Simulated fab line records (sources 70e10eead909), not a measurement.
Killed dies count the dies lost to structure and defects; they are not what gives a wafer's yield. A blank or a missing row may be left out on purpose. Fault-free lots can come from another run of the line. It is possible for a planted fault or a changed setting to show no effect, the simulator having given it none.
Chamber matching || flow nand harc || rie diel-03 running NHARC_A_ZERO_WELL_ETCH_19: 4 sister chambers
The step etches the open film in N2/H2, target depth 80 nm, overetch 24 nm, time 87.88 s. 14 wafers are shown with their chamber, then 7 later ones without.

## WAFERS PAIRED WITH THEIR CHAMBERS
{"wafer": "L756.1", "chamber": 3, "showerhead plenum p Torr (Torr)": 1.99, "drypump motor current A (A)": 5.6, "rf vpp V (V)": 429}
{"wafer": "L756.4", "chamber": 1, "showerhead plenum p Torr (Torr)": 1.90, "drypump motor current A (A)": 4.8, "rf vpp V (V)": 424}
{"wafer": "L756.6", "chamber": 3, "showerhead plenum p Torr (Torr)": 1.99, "drypump motor current A (A)": 5.7, "rf vpp V (V)": 429}
{"wafer": "L758.3", "chamber": 0, "showerhead plenum p Torr (Torr)": 2.13, "drypump motor current A (A)": 6.1, "rf vpp V (V)": 433}
{"wafer": "L758.5", "chamber": 2, "showerhead plenum p Torr (Torr)": 2.08, "drypump motor current A (A)": 5.9, "rf vpp V (V)": 433}
{"wafer": "L758.6", "chamber": 3, "showerhead plenum p Torr (Torr)": 1.99, "drypump motor current A (A)": 5.6, "rf vpp V (V)": 427}
{"wafer": "L759.1", "chamber": 0, "showerhead plenum p Torr (Torr)": 2.13, "drypump motor current A (A)": 6.1, "rf vpp V (V)": 432}
{"wafer": "L759.3", "chamber": 1, "showerhead plenum p Torr (Torr)": 1.90, "drypump motor current A (A)": 4.9, "rf vpp V (V)": 427}
{"wafer": "L759.4", "chamber": 2, "showerhead plenum p Torr (Torr)": 2.08, "drypump motor current A (A)": 5.9, "rf vpp V (V)": 433}
{"wafer": "L760.4", "chamber": 2, "showerhead plenum p Torr (Torr)": 2.08, "drypump motor current A (A)": 5.9, "rf vpp V (V)": 433}
{"wafer": "L760.5", "chamber": 1, "showerhead plenum p Torr (Torr)": 1.90, "drypump motor current A (A)": 4.9, "rf vpp V (V)": 426}
{"wafer": "L760.6", "chamber": 2, "showerhead plenum p Torr (Torr)": 2.08, "drypump motor current A (A)": 5.9, "rf vpp V (V)": 431}
{"wafer": "L763.1", "chamber": 1, "showerhead plenum p Torr (Torr)": 1.89, "drypump motor current A (A)": 4.9, "rf vpp V (V)": 427}
{"wafer": "L763.5", "chamber": 1, "showerhead plenum p Torr (Torr)": 1.89, "drypump motor current A (A)": 4.9, "rf vpp V (V)": 427}

SIGNATURES, as means of the wafers listed above
{"reading": "showerhead plenum p Torr", "chamber 0": 2.1300, "chamber 1": 1.8960, "chamber 2": 2.0800, "chamber 3": 1.9900, "scatter within a chamber": 0.00346}
{"reading": "drypump motor current A", "chamber 0": 6.100, "chamber 1": 4.880, "chamber 2": 5.900, "chamber 3": 5.633, "scatter within a chamber": 0.0383}
{"reading": "rf vpp V", "chamber 0": 432.50, "chamber 1": 426.20, "chamber 2": 432.50, "chamber 3": 428.33, "scatter within a chamber": 1.14}
Rule: a wafer's distance from a chamber is the root of the sum, over the readings, of the square of ((its reading less the chamber's mean) divided by the reading's scatter). The wafer belongs to the nearest chamber; if the next one is less than 2 further off, it can't be placed. The scatter: take each reading less its chamber's mean, square it, sum over the shown wafers, divide by the number of wafers less the number of chambers, and take the root.

## WAFERS MISSING THEIR CHAMBER
{"wafer": "L763.6", "showerhead plenum p Torr (Torr)": 2.08, "drypump motor current A (A)": 5.9, "rf vpp V (V)": 433}
{"wafer": "L772.1", "showerhead plenum p Torr (Torr)": 2.08, "drypump motor current A (A)": 5.9, "rf vpp V (V)": 432}
{"wafer": "L772.3", "showerhead plenum p Torr (Torr)": 2.12, "drypump motor current A (A)": 6.1, "rf vpp V (V)": 433}
{"wafer": "L772.5", "showerhead plenum p Torr (Torr)": 2.08, "drypump motor current A (A)": 5.9, "rf vpp V (V)": 433}
{"wafer": "L777.3", "showerhead plenum p Torr (Torr)": 1.89, "drypump motor current A (A)": 4.8, "rf vpp V (V)": 428}
{"wafer": "L777.5", "showerhead plenum p Torr (Torr)": 2.08, "drypump motor current A (A)": 5.9, "rf vpp V (V)": 433}
{"wafer": "L777.6", "showerhead plenum p Torr (Torr)": 1.99, "drypump motor current A (A)": 5.6, "rf vpp V (V)": 429}

## WHICH CHAMBER EACH ONE RAN IN
{"wafer": "L763.6", "from the rows above": 2, "in truth": 2}
{"wafer": "L772.1", "from the rows above": 2, "in truth": 2}
{"wafer": "L772.3", "from the rows above": 0, "in truth": 0}
{"wafer": "L772.5", "from the rows above": 2, "in truth": 2}
{"wafer": "L777.3", "from the rows above": 1, "in truth": 1}
{"wafer": "L777.5", "from the rows above": 2, "in truth": 2}
{"wafer": "L777.6", "from the rows above": 3, "in truth": 3}
7 of 7 placed correctly. Can't be placed from these rows: 0. Placed wrongly: 0.
